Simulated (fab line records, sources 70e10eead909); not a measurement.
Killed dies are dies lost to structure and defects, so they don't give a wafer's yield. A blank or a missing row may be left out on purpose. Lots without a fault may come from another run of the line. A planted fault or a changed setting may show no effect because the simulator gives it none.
Which tool did it? | flow nand_harc | 14 lots, 42 wafers sampled, at 4 steps of a route of 1302

WHAT THE GAUGES READ, wafer by wafer
NHARC_A_ONON_D2_THK_MEAS_18: measures by ellipsometry.
lot  | measured     | on            | thk_nm (nm)
L773 | day 12 15:11 | film_metro-01 | 1014 1011 1014
L775 | day 13 03:14 | film_metro-01 | 1009 1010 1007
L774 | day 13 03:14 | film_metro-02 | 1016 1016 1016
L783 | day 17 00:55 | film_metro-01 | 1902 998 1001
L785 | day 18 04:14 | film_metro-01 | 1899 998 997
L787 | day 19 00:39 | film_metro-01 | 998 1001 998
L788 | day 19 00:38 | film_metro-02 | 983 983 981
L790 | day 19 20:08 | film_metro-02 | 1013 1011 1010
L791 | day 20 03:39 | film_metro-02 | 998 997 997
L792 | day 21 05:47 | film_metro-02 | 1011 1012 1010
L793 | day 21 17:45 | film_metro-01 | 1009 1011 1012
L795 | day 22 08:13 | film_metro-01 | 1000 1001 1002
L796 | day 22 08:13 | film_metro-01 | 1004 1003 1005
L794 | day 22 08:13 | film_metro-02 | 998 999 999

NHARC_A_ONON_D2_INSPECT_32.
lot  | measured     | on                | raw_defect_count
L773 | day 12 18:00 | defect_inspect-02 | 374 288 370
L775 | day 13 06:03 | defect_inspect-02 | 413 448 323
L774 | day 13 06:05 | defect_inspect-02 | 557 339 448
L783 | day 17 03:43 | defect_inspect-02 | 648 710 803
L785 | day 18 07:03 | defect_inspect-01 | 461 532 439
L787 | day 19 03:28 | defect_inspect-01 | 440 624 612
L788 | day 19 03:29 | defect_inspect-02 | 366 663 392
L790 | day 19 23:01 | defect_inspect-02 | 326 718 664
L791 | day 20 06:28 | defect_inspect-01 | 330 504 303
L792 | day 21 08:35 | defect_inspect-02 | 269 510 698
L793 | day 21 21:00 | defect_inspect-02 | 439 1100 611
L795 | day 22 11:04 | defect_inspect-02 | 524 730 452
L796 | day 22 11:02 | defect_inspect-02 | 252 535 493
L794 | day 22 11:02 | defect_inspect-01 | 365 339 353

NHARC_END_SORT_01.
lot  | measured     | on        | killed_at_array | killed_at_other | killed_at_periphery | killed_dies | killed_open | killed_short
L783 | day 28 17:08 | prober-02 | 673 55 32       | 1 1 0           | 3 3 2               | 677 59 34   | 2 2 3       | 0 4 1
L785 | day 29 15:56 | prober-02 | 674 70 68       | 0 0 0           | 3 5 2               | 677 75 70   | 2 0 7       | 1 2 3

WHICH TOOL RAN EACH LOT (tool, then ch and the chambers of the sampled wafers, then the start)
lot  | NHARC_A_ONON_D2_DEP_16
L773 | pecvd_onon-03 ch 0, day 12 14:41
L775 | pecvd_onon-01 ch 0, day 13 02:44
L774 | pecvd_onon-03 ch 0, day 13 02:50
L783 | pecvd_onon-01 ch 0, day 17 00:31
L785 | pecvd_onon-01 ch 0, day 18 03:54
L787 | pecvd_onon-04 ch 0, day 19 00:08
L788 | pecvd_onon-03 ch 0, day 19 00:15
L790 | pecvd_onon-04 ch 0, day 19 19:38
L791 | pecvd_onon-04 ch 0, day 20 03:16
L792 | pecvd_onon-03 ch 0, day 21 05:23
L793 | pecvd_onon-01 ch 0, day 21 17:14
L795 | pecvd_onon-01 ch 0, day 22 07:46
L796 | pecvd_onon-03 ch 0, day 22 07:49
L794 | pecvd_onon-04 ch 0, day 22 07:53
- NHARC_A_ONON_D2_DEP_16: target thk 1000 nm.

WHAT THE TOOLS THEMSELVES READ (means of the sampled wafers that have a number; where no wafer has one, the mark that the record gives instead)
The record holds no such reading with a usual standard deviation.

THE ANSWER, worked out from the rows above alone
Rule: what is usual is taken from the lots themselves. Put in order of their means at a reading, lots are off if they are a third of the lots or fewer, leave a main group of 4 or more, and stand apart from it by a gap of 3 or more times the standard deviation of the main group's means; of several such gaps the widest counts. A main group whose means are all the same, to the digits that the tables above print for the reading, isn't used. A lot without any number at a reading at which 4 lots or more have one is off too. The other lots that the step has rows for count as sound. The gauges are gone through in route order, then the tools' own readings, and for those a lot's mean is taken as printed above. The first step at which some lot is off is used, and at that step the reading that is off furthest; a lot without a number counts as furthest.
Off: L783, L785, at NHARC_A_ONON_D2_THK_MEAS_18 (thk_nm). The main group: mean 1004 nm, standard deviation 9.
A tool fits if, at a process step before that reading, it ran every lot that is off, and no sound lot after the first of them. The gauges at NHARC_A_ONON_D2_THK_MEAS_18 are tried like those tools. None of those tried fits.

WHAT THE SIMULATOR HAD PUT IN
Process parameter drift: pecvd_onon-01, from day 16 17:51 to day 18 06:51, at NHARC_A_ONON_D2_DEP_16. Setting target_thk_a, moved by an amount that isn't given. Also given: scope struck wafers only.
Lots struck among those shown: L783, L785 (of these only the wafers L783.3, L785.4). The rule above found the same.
